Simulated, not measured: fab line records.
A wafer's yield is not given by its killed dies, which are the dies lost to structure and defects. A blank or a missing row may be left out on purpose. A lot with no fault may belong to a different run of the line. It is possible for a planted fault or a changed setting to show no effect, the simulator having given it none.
Chamber matching + flow nand_harc + rie_diel-01 running NHARC_A_CONTACT_ETCH_88: 4 sister chambers
The step etches the open film in CF4, target depth 39 nm, time 65 s. 14 wafers are shown with their chamber, then 6 later ones without.

## WAFERS, EACH WITH ITS CHAMBER
| wafer  | chamber | showerhead_plenum_p_Torr (Torr) | drypump_motor_current_A (A) | rf_vpp_V (V) |
|--------|---------|---------------------------------|-----------------------------|--------------|
| L704.1 | 3       | 1.69                            | 6.3                         | 149.4        |
| L704.4 | 0       | 1.68                            | 6.0                         | 151.3        |
| L704.5 | 2       | 1.78                            | 5.0                         | 151.7        |
| L706.2 | 2       | 1.78                            | 5.0                         | 152.0        |
| L706.3 | 1       | 1.90                            | 5.0                         | 153.7        |
| L706.4 | 0       | 1.68                            | 6.0                         | 150.2        |
| L710.4 | 0       | 1.68                            | 6.0                         | 149.2        |
| L710.5 | 0       | 1.68                            | 6.1                         | 150.1        |
| L710.6 | 3       | 1.69                            | 6.3                         | 148.7        |
| L717.2 | 2       | 1.77                            | 4.9                         | 151.2        |
| L717.4 | 1       | 1.90                            | 5.0                         | 153.8        |
| L717.5 | 1       | 1.90                            | 4.9                         | 152.7        |
| L715.2 | 2       | 1.77                            | 4.9                         | 151.6        |
| L715.3 | 1       | 1.90                            | 4.9                         | 152.1        |

SIGNATURES (averages over the wafers above)
| reading                  | chamber 0 | chamber 1 | chamber 2 | chamber 3 | scatter within a chamber |
|--------------------------|-----------|-----------|-----------|-----------|--------------------------|
| showerhead_plenum_p_Torr | 1.6800    | 1.9000    | 1.7750    | 1.6900    | 0.00316                  |
| drypump_motor_current_A  | 6.025     | 4.950     | 4.950     | 6.300     | 0.0524                   |
| rf_vpp_V                 | 150.200   | 153.075   | 151.625   | 149.050   | 0.693                    |
Rule: for a wafer and a chamber, the distance is found by dividing, reading by reading, the gap between the wafer's reading and the chamber's mean by the reading's scatter, squaring, summing and taking the root. The wafer belongs to the nearest chamber; if the next one is less than 2 further off, it can't be placed. How the scatter is found: for the shown wafers, subtract from each reading the mean of its chamber, square and add these, divide the total by (wafers less chambers), then take the root.

## WAFERS WITHOUT THEIR CHAMBER
| wafer  | showerhead_plenum_p_Torr (Torr) | drypump_motor_current_A (A) | rf_vpp_V (V) |
|--------|---------------------------------|-----------------------------|--------------|
| L715.4 | 1.69                            | 6.3                         | 149.3        |
| L723.6 | 1.89                            | 4.9                         | 151.6        |
| L726.1 | 1.89                            | 4.9                         | 154.1        |
| L726.6 | 1.89                            | 4.9                         | 152.8        |
| L725.2 | 1.68                            | 6.3                         | 150.3        |
| L725.5 | 1.89                            | 4.9                         | 152.5        |

## CHAMBER TAKEN BY EACH
| wafer  | from the rows above     | in truth |
|--------|-------------------------|----------|
| L715.4 | 3                       | 3        |
| L723.6 | 1                       | 1        |
| L726.1 | 1                       | 1        |
| L726.6 | 1                       | 1        |
| L725.2 | can't be placed: 3 or 0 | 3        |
| L725.5 | 1                       | 1        |
Correctly placed: 5 of 6. Cannot be placed on the basis of these rows: 1; the candidates contain the true chamber in 1. Placed wrongly: 0.
